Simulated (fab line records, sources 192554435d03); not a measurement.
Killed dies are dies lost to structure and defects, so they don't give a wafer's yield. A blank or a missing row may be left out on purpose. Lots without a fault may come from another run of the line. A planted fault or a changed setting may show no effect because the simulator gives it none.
A struck lot beside a sound one | flow n5_finfet | 16 steps out of a route of 1938
Sound: wafers L454.1, L454.3, L454.5. Struck: wafers L449.1, L449.3, L449.4. The cause comes at the end.
At each step with rows: each side's tool, then ch and its chambers, then its first start. Under that, the readings that differ: sound wafers | struck wafers | difference of the means | sigmas: that difference in standard deviations of wafers without a fault.
alike: readings whose means differ by less than 2 such deviations, and words and numbers that are the same on both sides. not compared: withheld readings, readings that some wafer has no value for, bounds like >300 that may hide the same value, and numbers for which the record gives no deviation and whose values overlap.
The two part at a step that has a row with sigmas, a row that says differs or no value, or rows on one side only. Numbers that don't overlap but have no deviation are shown without sigmas and don't part them. A reading that every wafer of one side lacks parts them only if that side has two wafers or more.

first, 8 steps without rows for these wafers: N5_HKMG_FIN_COAT_29 (time 60 s, resist thk 300 nm); N5_HKMG_FIN_COAT_30 (time 60 s, resist thk 35 nm); N5_HKMG_FIN_COAT_06 (resist thk 90 nm); N5_HKMG_FIN_EBR_08; N5_HKMG_FIN_SOFTBAKE_07 (time 60 s); N5_HKMG_FIN_EXPOSE_09 (exposes mask NWFM); N5_HKMG_FIN_PEB_10 (peb time 60 s); N5_HKMG_FIN_DEVELOP_11 (develop time 30 s).
N5_HKMG_FIN_CD_MEAS_12: target cd 92.8 nm.
  sound on cd_sem-02 ch 0, day 7 15:10; struck on cd_sem-01 ch 0, day 6 11:31
  alike: cd_nm
N5_HKMG_FIN_OVL_MEAS_13:
  sound on overlay-01 ch 0, day 7 15:11; struck on overlay-02 ch 0, day 6 11:32
  alike: NWFM_OVL
N5_HKMG_FIN_INSPECT_14: inspects for defects (macro).
  sound on defect_inspect-02, day 7 15:13; struck on defect_inspect-02, day 6 11:34
  alike: raw_defect_count
N5_HKMG_FIN_DESCUM_17: chemistry O2, time 7.9 s.
  sound on rie_diel-01 ch 2,3, day 7 15:15; struck on rie_diel-02 ch 1,2,3, day 6 11:53
  reading                     | sound       | struck      | difference | sigmas
  drypump_motor_current_A (A) | 4.8 5.7 4.8 | 6.1 6.1 5.9 | +0.9       | +2
  alike: bias_power_w, oes_product_au, rf_vpp_V, showerhead_plenum_p_Torr, temp_c, throttle_valve_pct
  not compared: rf_hours_counter_h
N5_HKMG_FIN_ETCH_31: etches SiARC in CF4, target depth 45.5 nm, time 75.8 s.
  sound on rie_diel-01 ch 2,3, day 7 15:17; struck on rie_diel-02 ch 1,2,3, day 6 11:55
  reading                     | sound             | struck            | difference | sigmas
  bias_w (W)                  | 35.91 36.10 35.84 | 37.65 37.72 37.78 | +1.77      | +16
  drypump_motor_current_A (A) | 4.8 5.7 4.8       | 6.1 6.1 5.9       | +0.9       | +2
  rf_vpp_V (V)                | 183.5 182.2 184.2 | 189.0 188.2 189.5 | +5.6       | +7
  alike: etch_rf_on_time_s, oes_product_au, showerhead_plenum_p_Torr, throttle_valve_pct
  not compared: rf_hours_counter_h
N5_HKMG_FIN_ETCH_32: etches SOC in N2/H2, target depth 240 nm, time 300 s.
  sound on rie_diel-01 ch 2,3, day 7 15:20; struck on rie_diel-02 ch 1,2,3, day 6 11:58
  reading                     | sound       | struck      | difference | sigmas
  drypump_motor_current_A (A) | 4.8 5.7 4.8 | 6.1 6.1 5.9 | +0.9       | +2
  alike: bias_w, oes_product_au, rf_vpp_V, showerhead_plenum_p_Torr, temp_c, throttle_valve_pct
  not compared: rf_hours_counter_h
-- the record jumps here: 5 days lie between the struck wafers' starts before and after (it left off in module HKMG_FIN and takes up again in module BEOL_M4, whose first step shown is number 1111 of the route) --
N5_BEOL_M4_RC_MEAS_101:
  sound on prober-02 ch 0, day 11 18:33; struck on prober-02 ch 0, day 11 00:14
  alike: DIBL_N, DIBL_P, IOFF_N, IOFF_P, ION_N, ION_P, SS_N, SS_P, VT_N, VT_P
-- the record jumps here: 4 days lie between the struck wafers' starts before and after (it left off in module BEOL_M4 and takes up again in module PASSIVATION, whose first step shown is number 1936 of the route) --
N5_PASSIVATION_PROBE_49:
  the record has rows for the struck wafers here (prober-01, day 15 07:52) and none for the sound ones

WHERE THEY PART
First at N5_HKMG_FIN_DESCUM_17; last, within this record, at N5_PASSIVATION_PROBE_49.

WHY: what the simulator had put in
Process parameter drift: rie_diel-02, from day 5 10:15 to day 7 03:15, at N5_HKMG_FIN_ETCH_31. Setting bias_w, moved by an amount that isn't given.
